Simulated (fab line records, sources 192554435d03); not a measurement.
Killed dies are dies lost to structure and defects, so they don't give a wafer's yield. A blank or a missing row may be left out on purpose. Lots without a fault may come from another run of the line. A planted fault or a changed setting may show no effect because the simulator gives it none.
Split-lot experiment | flow n5_finfet | 7 lots, 39 wafers read, on a route of 1938 steps

THE SPLIT
At N5_DUMMY_GATE_ETCH_32 (etches SiO2 in CF4, target depth 3.5 nm, time 3.9 s), the setting time_s was moved away from the recipe's 3.9 s on 9 of the 39 wafers read, by -16.2% to +17.6%. The other wafers ran this setting at the recipe's value.

The reading is taken at the split's own step.

THE READING
etch.depth_nm (the simulator's own value, which no gauge read), in nm, at N5_DUMMY_GATE_ETCH_32 (etches SiO2 in CF4, target depth 3.5 nm, time 3.9 s). The file gives no usual value for it. The 30 wafers here that ran the recipe average 3.509 nm, standard deviation 0.034 nm.

wafer  | tool, chamber at the split | time_s as run, s | against the recipe | etch.depth_nm, nm | against lot-mates on the recipe
L075.1 | rie_si-05, 0               | 3.298            | -15.4%             | 2.94              | -0.610
L075.2 | rie_si-05, 1               | 3.9              | recipe             | 3.553             | -
L075.3 | rie_si-05, 3               | 3.9              | recipe             | 3.557             | -
L075.4 | rie_si-05, 2               | 3.9              | recipe             | 3.541             | -
L075.5 | rie_si-05, 1               | 3.298            | -15.4%             | 3.002             | -0.548
L075.6 | rie_si-05, 2               | 3.298            | -15.4%             | 3.023             | -0.527
L076.1 | rie_si-05, 0               | 3.9              | recipe             | 3.495             | -
L076.2 | rie_si-05, 3               | 3.9              | recipe             | 3.577             | -
L076.3 | rie_si-05, 2               | 3.9              | recipe             | 3.509             | -
L076.4 | rie_si-05, 1               | 3.9              | recipe             | 3.522             | -
L076.5 | rie_si-05, 1               | 3.9              | recipe             | 3.525             | -
L076.6 | rie_si-05, 0               | 3.9              | recipe             | 3.472             | -
L077.1 | rie_si-06, 2               | 3.9              | recipe             | 3.521             | -
L077.2 | rie_si-06, 0               | 3.9              | recipe             | 3.471             | -
L077.3 | rie_si-06, 3               | 3.9              | recipe             | 3.543             | -
L077.4 | rie_si-06, 1               | 3.9              | recipe             | 3.554             | -
L077.5 | rie_si-06, 3               | 3.9              | recipe             | 3.548             | -
L077.6 | rie_si-06, 0               | 3.9              | recipe             | 3.462             | -
L082.1 | rie_si-05, 0               | 4.585            | +17.6%             | 4.111             | +0.597
L082.2 | rie_si-05, 2               | 3.9              | recipe             | 3.521             | -
L082.3 | rie_si-05, 1               | 4.585            | +17.6%             | 4.147             | +0.633
L082.4 | rie_si-05, 3               | 3.9              | recipe             | 3.541             | -
L082.5 | rie_si-05, 0               | 3.9              | recipe             | 3.48              | -
L082.6 | rie_si-05, 1               | 4.585            | +17.6%             | 4.137             | +0.623
L083.1 | rie_si-01, 1               | 3.9              | recipe             | 3.474             | -
L083.2 | rie_si-01, 0               | 3.268            | -16.2%             | 2.911             | -0.573
L083.3 | rie_si-01, 2               | 3.268            | -16.2%             | 2.891             | -0.593
L083.4 | rie_si-01, 3               | 3.9              | recipe             | 3.484             | -
L083.5 | rie_si-01, 1               | 3.9              | recipe             | 3.495             | -
L083.6 | rie_si-01, 0               | 3.268            | -16.2%             | 2.913             | -0.571
L087.2 | rie_si-05, 2               | 3.9              | recipe             | 3.48              | -
L087.3 | rie_si-05, 1               | 3.9              | recipe             | 3.477             | -
L087.4 | rie_si-05, 3               | 3.9              | recipe             | 3.493             | -
L089.1 | rie_si-05, 2               | 3.9              | recipe             | 3.512             | -
L089.2 | rie_si-05, 3               | 3.9              | recipe             | 3.56              | -
L089.3 | rie_si-05, 0               | 3.9              | recipe             | 3.47              | -
L089.4 | rie_si-05, 1               | 3.9              | recipe             | 3.473             | -
L089.5 | rie_si-05, 0               | 3.9              | recipe             | 3.496             | -
L089.6 | rie_si-05, 1               | 3.9              | recipe             | 3.456             | -

THE FIT
A straight line over all 39 wafers: etch.depth_nm changes by +0.0355 nm for each +1% of time_s; r = +0.99; the points scatter about the line by 0.035 nm.
The same after taking each lot's own level away (the mean of its wafers on the recipe; 39 wafers): +0.0357 nm for each +1%; r = +1.00; scatter 0.028 nm.
On that fit, the largest move of time_s shifts the reading by 0.63 nm.
The lots' own levels span 3.4833 to 3.5503 nm, that is 2.0 times the standard deviation above.
So the lot-to-lot level changes the slope little: the two slopes agree.
Check: with one of the wafers moved furthest among these (+17.6%) left out of the fit, the line predicts +0.631 nm for it against its lot-mates. It came out at +0.597 nm against them.

OTHER SPLITS ON THESE WAFERS
These wafers also went through other splits before the reading. Each is held against what the fit with the lots' levels taken away leaves over:
other split on the same wafers       | wafers away from the commonest value | r with etch.depth_nm (lot level and that fit taken away)
N5_FIN_CUT_CUT_ETCH_15 time_s        | 12                                   | -0.12
N5_DUMMY_GATE_EXPOSE_12 dose_mj      | 15                                   | -0.04
N5_DUMMY_GATE_ETCH_37 source_w       | 18                                   | -0.11
N5_DUMMY_GATE_ETCH_31 target_depth_a | 15                                   | +0.05

THE FILE'S OWN FIT
etch.depth_nm changes by +0.0357 nm for each +1% of time_s, r = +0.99.
